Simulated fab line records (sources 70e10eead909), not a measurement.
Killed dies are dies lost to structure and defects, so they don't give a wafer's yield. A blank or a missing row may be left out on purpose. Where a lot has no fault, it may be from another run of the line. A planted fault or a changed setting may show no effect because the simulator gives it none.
Chamber matching	flow nandHarc	NHARC_A_M0_PRE_CLEAN_31 on pecvd-02 has 3 sister chambers
The step time 12 s. 16 wafers are shown with their chamber, then 8 later ones without.

== EACH WAFER AND ITS CHAMBER ==
wafer	chamber	heaterPowerW (W)
L884.1	1	636
L884.2	0	796
L884.3	2	636
L887.1	0	884
L887.3	1	693
L887.6	2	646
L890.2	0	780
L890.3	2	719
L890.4	2	722
L892.1	1	636
L892.3	0	860
L892.4	0	874
L893.2	2	664
L893.3	1	709
L893.4	1	678
L895.3	2	705

SIGNATURES (means of the wafers above)
reading	chamber 0	chamber 1	chamber 2	scatter within a chamber
heaterPowerW	838.80	670.40	682.00	39.9
Rule: for a wafer and a chamber, the distance is found by dividing, reading by reading, the gap between the wafer's reading and the chamber's mean by the reading's scatter, squaring, summing and taking the root. The wafer belongs to the nearest chamber; if the next one is less than 2 further off, it can't be placed. The scatter: the root of (the sum of the squares of (reading less its chamber's mean) over the shown wafers, divided by (wafers less chambers)).

== WAFERS WHOSE CHAMBER IS MISSING ==
wafer	heaterPowerW (W)
L895.4	791
L895.6	676
L894.1	696
L894.3	735
L894.4	756
L897.1	864
L897.2	713
L897.4	831

== CHAMBER TAKEN BY EACH ==
wafer	from the rows above	in truth
L895.4	can't be placed: 0 or 2 or 1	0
L895.6	can't be placed: 1 or 2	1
L894.1	can't be placed: 2 or 1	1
L894.3	can't be placed: 2 or 1 or 0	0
L894.4	can't be placed: 2 or 0 or 1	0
L897.1	0	0
L897.2	can't be placed: 2 or 1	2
L897.4	0	0
Placed correctly: 2 of 8. Not placeable from these rows: 6 (in 6, the candidates include the true chamber). Wrongly placed: 0.
